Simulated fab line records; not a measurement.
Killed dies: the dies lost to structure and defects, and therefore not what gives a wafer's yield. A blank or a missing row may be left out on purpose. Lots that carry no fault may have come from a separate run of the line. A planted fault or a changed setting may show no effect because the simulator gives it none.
Which tool was responsible? / flow n5 finfet / 12 lots, 36 wafers sampled, at 5 steps of a route of 1938

## WHAT THE GAUGES SHOWED, per wafer
N5_BEOL_M14_CD_MEAS_10 targets a cd of 250 nm.
lot=L076; measured=day 11 16:39; on=cd sem-02; cd nm (nm)=250.0 247.5 251.0
lot=L077; measured=day 12 00:04; on=cd sem-03; cd nm (nm)=248.3 248.6 253.0
lot=L079; measured=day 12 15:48; on=cd sem-01; cd nm (nm)=252.0 252.8 249.5
lot=L080; measured=day 13 10:45; on=cd sem-01; cd nm (nm)=249.2 247.7 246.6
lot=L083; measured=day 14 00:32; on=cd sem-01; cd nm (nm)=249.2 250.7 250.3
lot=L085; measured=day 14 03:42; on=cd sem-01; cd nm (nm)=250.7 250.0 249.7
lot=L087; measured=day 14 22:31; on=cd sem-02; cd nm (nm)=249.2 247.9 248.7
lot=L091; measured=day 15 13:19; on=cd sem-03; cd nm (nm)=248.7 249.9 254.2
lot=L088; measured=day 16 05:04; on=cd sem-01; cd nm (nm)=249.8 251.2 251.1
lot=L095; measured=day 16 09:28; on=cd sem-01; cd nm (nm)=247.5 250.2 246.6
lot=L093; measured=day 17 09:18; on=cd sem-01; cd nm (nm)=250.7 249.1 246.9
lot=L097; measured=day 18 06:34; on=cd sem-02; cd nm (nm)=251.3 250.9 247.7

## TOOL THAT RAN EACH LOT (tool first, then ch and the chambers of the sampled wafers, then the start)
lot=L076; N5_BEOL_M12_ETCH_68=rie diel-02 ch 0,2, day 11 08:07; N5_BEOL_M12_STRIP_37=plasma asher-02 ch 0,1, day 11 08:29; N5_BEOL_M13_TRENCH_ETCH_34=rie diel-05 ch 0,2,3, day 11 13:11; N5_BEOL_M13_SPUTTER_43=pvd sputter-02, day 11 14:56
lot=L077; N5_BEOL_M12_ETCH_68=rie diel-06 ch 1,2,3, day 11 12:31; N5_BEOL_M12_STRIP_37=plasma asher-01 ch 0,1, day 11 12:53; N5_BEOL_M13_TRENCH_ETCH_34=rie diel-03 ch 0,1,3, day 11 21:08; N5_BEOL_M13_SPUTTER_43=pvd sputter-03, day 11 22:20
lot=L079; N5_BEOL_M12_ETCH_68=rie diel-02 ch 1,2, day 12 08:02; N5_BEOL_M12_STRIP_37=plasma asher-02 ch 0,1, day 12 08:25; N5_BEOL_M13_TRENCH_ETCH_34=rie diel-05 ch 0,1, day 12 13:24; N5_BEOL_M13_SPUTTER_43=pvd sputter-03, day 12 14:04
lot=L080; N5_BEOL_M12_ETCH_68=rie diel-01 ch 1,2,3, day 12 21:46; N5_BEOL_M12_STRIP_37=plasma asher-02 ch 0,1, day 12 22:08; N5_BEOL_M13_TRENCH_ETCH_34=rie diel-05 ch 0,1,3, day 13 04:16; N5_BEOL_M13_SPUTTER_43=pvd sputter-03, day 13 08:59
lot=L083; N5_BEOL_M12_ETCH_68=rie diel-01 ch 1,2,3, day 13 13:18; N5_BEOL_M12_STRIP_37=plasma asher-01 ch 0,1, day 13 13:40; N5_BEOL_M13_TRENCH_ETCH_34=rie diel-04 ch 1,2, day 13 20:38; N5_BEOL_M13_SPUTTER_43=pvd sputter-01, day 13 22:38
lot=L085; N5_BEOL_M12_ETCH_68=rie diel-01 ch 1,2, day 13 18:28; N5_BEOL_M12_STRIP_37=plasma asher-01 ch 1, day 13 18:50; N5_BEOL_M13_TRENCH_ETCH_34=rie diel-05 ch 2,3, day 13 23:35; N5_BEOL_M13_SPUTTER_43=pvd sputter-02, day 14 01:51
lot=L087; N5_BEOL_M12_ETCH_68=rie diel-02 ch 1,2,3, day 14 09:52; N5_BEOL_M12_STRIP_37=plasma asher-01 ch 0,1, day 14 10:14; N5_BEOL_M13_TRENCH_ETCH_34=rie diel-04 ch 2,3, day 14 16:26; N5_BEOL_M13_SPUTTER_43=pvd sputter-02, day 14 19:38
lot=L091; N5_BEOL_M12_ETCH_68=rie diel-01 ch 0,1,3, day 15 03:19; N5_BEOL_M12_STRIP_37=plasma asher-02 ch 0,1, day 15 03:41; N5_BEOL_M13_TRENCH_ETCH_34=rie diel-05 ch 2,3, day 15 09:42; N5_BEOL_M13_SPUTTER_43=pvd sputter-03, day 15 11:14
lot=L088; N5_BEOL_M12_ETCH_68=rie diel-01 ch 1,2,3, day 15 14:20; N5_BEOL_M12_STRIP_37=plasma asher-01 ch 1, day 15 14:42; N5_BEOL_M13_TRENCH_ETCH_34=rie diel-04 ch 0,1, day 15 21:11; N5_BEOL_M13_SPUTTER_43=pvd sputter-03, day 16 03:13
lot=L095; N5_BEOL_M12_ETCH_68=rie diel-02 ch 2,3, day 15 21:04; N5_BEOL_M12_STRIP_37=plasma asher-02 ch 0,1, day 15 21:27; N5_BEOL_M13_TRENCH_ETCH_34=rie diel-03 ch 0,1,2, day 16 06:11; N5_BEOL_M13_SPUTTER_43=pvd sputter-03, day 16 07:10
lot=L093; N5_BEOL_M12_ETCH_68=rie diel-06 ch 0,1,3, day 17 01:37; N5_BEOL_M12_STRIP_37=plasma asher-01 ch 0, day 17 01:59; N5_BEOL_M13_TRENCH_ETCH_34=rie diel-04 ch 1,3, day 17 06:33; N5_BEOL_M13_SPUTTER_43=pvd sputter-02, day 17 07:34
lot=L097; N5_BEOL_M12_ETCH_68=rie diel-06 ch 0,1, day 17 22:07; N5_BEOL_M12_STRIP_37=plasma asher-02 ch 0,1, day 17 22:29; N5_BEOL_M13_TRENCH_ETCH_34=rie diel-03 ch 0,2,3, day 18 02:32; N5_BEOL_M13_SPUTTER_43=pvd sputter-02, day 18 04:38
- N5_BEOL_M12_ETCH_68: etches SOC in N2/H2, time 285 s.
- N5_BEOL_M12_STRIP_37: strips in N2/H2.
- N5_BEOL_M13_TRENCH_ETCH_34: etches SiOC in C4F8/O2/Ar, target depth 413.47 nm, time 162.6 s.
- N5_BEOL_M13_SPUTTER_43: material TaN, target thk 15 nm, time 24.19 s.

## THE ANSWER, worked out from the rows above alone
Rule: the usual values come from the lots themselves. The widest of any qualifying gaps counts: lots, ordered by their means at a reading, are off when they make up no more than a third of the lots, leave a main group of 4 or more, and stand apart from it by 3 or more times the standard deviation of that group's means. If all means in a main group match to the digits the tables above print for the reading, that group is not used. A lot without any number at a reading at which 4 lots or more have one is off too. The other lots that the step has rows for count as sound.
No lot is off at any reading shown: from this, nothing can be told.

## WHAT THE SIMULATOR PUT IN
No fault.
